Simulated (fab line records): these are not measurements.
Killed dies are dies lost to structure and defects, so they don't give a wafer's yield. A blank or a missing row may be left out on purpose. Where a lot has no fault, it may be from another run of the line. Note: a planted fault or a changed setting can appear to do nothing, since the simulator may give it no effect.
Problem report, 8D (eight disciplines) form, completed by code -- flow nand_harc -- the parts of the form that need people (team, actions taken, sign-off) are left out

== 1. THE ISSUE ==
Wafers without a fault read 7, standard deviation 3.3; raw_defect_count at NHARC_P_GATE_INSPECT_28 reads a mean of 1085 on 6 wafers belonging to 2 lots. So: +99 or more standard deviations from the usual mean.
First observed at day 8 20:40: wafer L387.3, on defect_inspect-02. At this step, 42 wafers from 14 lots have a number in the record. Rule for "out" (also "out of limits"): further than 4 standard deviations from the usual mean. The other wafers with a number count as sound.

== 2. WHAT IT IS, WHAT IT ISN'T ==
question,is,is not
which readings at this step,raw_defect_count,-
which lots,"L387, L390","L371, L372, L375, L376, L377, L378, L380, L381, L382, L385, L391, L394"
which wafers of those lots,all that have a number,-
read on which gauges,"defect_inspect-01, defect_inspect-02",-
when,from day 8 20:40,"up to then (30 sound wafers); but 6 sound wafers of L391, L394 came after"

== 3. WHAT RULES OUT EACH SUSPECT ==
Counting: a tool at a process step up to the reading stays a suspect if it ran every lot that is out and no sound lot after the first of them.
- the gauge at NHARC_P_GATE_INSPECT_28: ruled out. The wafers that are out were read on 2 gauges (defect_inspect-01, defect_inspect-02).
- krf_scanner-02 at NHARC_P_GATE_EXPOSE_08 (exposes mask P HV): ruled out as a lasting fault. Following L387 (day 8 01:13), the first lot on it that is out, the sound lots L391 were run on it.
Left after counting: nothing in the record.

== 4. THE CAUSE (what the simulator had put in) ==
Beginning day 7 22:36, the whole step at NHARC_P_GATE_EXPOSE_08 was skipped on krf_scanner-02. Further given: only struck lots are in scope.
The count ruled it out by mistake, since the rule takes a fault to strike every lot its tool runs from the start of the fault on, and this one did not do so.

== 5. THE CHAIN OF EFFECTS, in route order ==
Rows list readings where the struck wafers' mean (over those with a number) sits beyond 3 standard deviations from the usual. Only readings for which the record gives a usual standard deviation are gone through. hours: the time from each lot's start at the first step in this table that gives one to its start at this step, as a median over the lots. sigmas: the change in usual standard deviations.
hours,step,reading,usual,on struck wafers,change,sigmas
0,NHARC_P_GATE_INSPECT_28,raw_defect_count,7,1085,+1078,+99 or more
18,NHARC_P_GATE_INSPECT_68,raw_defect_count,206,1357,+1151,+14
Readings that are blank on the struck wafers while sound wafers have them: exposure_dose_mJ_cm2 at NHARC_P_GATE_EXPOSE_08; focus_offset_nm at NHARC_P_GATE_EXPOSE_08; stage_vel_mm_s at NHARC_P_GATE_EXPOSE_08; cd_nm at NHARC_P_GATE_CD_MEAS_11.

== 6. HOW IT WOULD HAVE BEEN CAUGHT EARLIER ==
The first out-of-limits reading at a measuring or inspecting step in this record came at day 8 20:40, 22 hours after the fault's start at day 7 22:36.
Between NHARC_P_GATE_EXPOSE_08 and NHARC_P_GATE_INSPECT_28, NHARC_P_GATE_CD_MEAS_11 gave no cd_nm on the struck wafers, where sound wafers have one: a measuring or inspecting step that comes back empty is itself a sign.
At NHARC_P_GATE_EXPOSE_08 the tool's readings are blank on the struck wafers, where sound wafers have them: an empty tool record is the first sign, and it was there at once.
